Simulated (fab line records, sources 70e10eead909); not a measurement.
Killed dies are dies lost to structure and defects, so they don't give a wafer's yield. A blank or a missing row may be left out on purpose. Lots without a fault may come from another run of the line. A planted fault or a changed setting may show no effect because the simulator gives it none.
Chamber matching | flow nand_harc | NHARC_A_ONON_D2_DEP_33 on pecvd-01: 3 sister chambers
The step deposits SiO2, target thk 200 nm. 16 wafers are shown with their chamber, then 8 later ones without.

WAFERS WITH THEIR CHAMBER
wafer  | chamber | heater_power_w (W) | heater_power_outer_w (W) | throttle_valve_pct (%)
L075.1 | 2       | 459                | 244                      | 15.8
L075.2 | 1       | 583                | 318                      | 16.1
L075.5 | 0       | 412                | 209                      | 15.8
L078.2 | 1       | 554                | 286                      | 15.9
L078.4 | 2       | 471                | 261                      | 16.6
L078.5 | 1       | 550                | 297                      | 15.8
L079.2 | 2       | 510                | 292                      | 16.3
L079.3 | 0       | 387                | 197                      | 15.6
L079.5 | 1       | 623                | 344                      | 15.8
L082.4 | 0       | 445                | 231                      | 16.1
L082.5 | 1       | 633                | 344                      | 15.9
L082.6 | 2       | 469                | 260                      | 16.2
L085.1 | 2       | 504                | 285                      | 16.6
L085.4 | 2       | 374                | 185                      | 16.6
L085.6 | 0       | 407                | 203                      | 15.7
L086.1 | 0       | 425                | 219                      | 16.1

SIGNATURES (means of the wafers above)
reading              | chamber 0 | chamber 1 | chamber 2 | scatter within a chamber
heater_power_w       | 415.20    | 588.60    | 464.50    | 38.9
heater_power_outer_w | 211.80    | 317.80    | 254.50    | 28.9
throttle_valve_pct   | 15.860    | 15.900    | 16.350    | 0.246
Rule: a wafer's distance from a chamber is the root of the sum, over the readings, of the square of ((its reading less the chamber's mean) divided by the reading's scatter). The wafer belongs to the nearest chamber; if the next one is less than 2 further off, it can't be placed. The scatter: the root of (the sum of the squares of (reading less its chamber's mean) over the shown wafers, divided by (wafers less chambers)).

WAFERS WITHOUT THEIR CHAMBER
wafer  | heater_power_w (W) | heater_power_outer_w (W) | throttle_valve_pct (%)
L086.2 | 426                | 226                      | 16.2
L086.6 | 601                | 334                      | 16.0
L089.2 | 423                | 216                      | 16.2
L089.3 | 491                | 245                      | 16.2
L089.6 | 507                | 276                      | 16.3
L093.1 | 467                | 253                      | 16.2
L093.4 | 479                | 267                      | 16.0
L093.5 | 578                | 322                      | 16.0

WHICH CHAMBER EACH WENT THROUGH
wafer  | from the rows above          | in truth
L086.2 | can't be placed: 0 or 2      | 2
L086.6 | 1                            | 1
L089.2 | can't be placed: 0 or 2      | 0
L089.3 | can't be placed: 2 or 0      | 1
L089.6 | can't be placed: 2 or 1      | 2
L093.1 | can't be placed: 2 or 0      | 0
L093.4 | can't be placed: 2 or 0 or 1 | 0
L093.5 | 1                            | 1
Placed correctly: 2 of 8. Can't be placed from these rows: 6 (the true chamber is among the candidates in 5). Placed wrongly: 0.
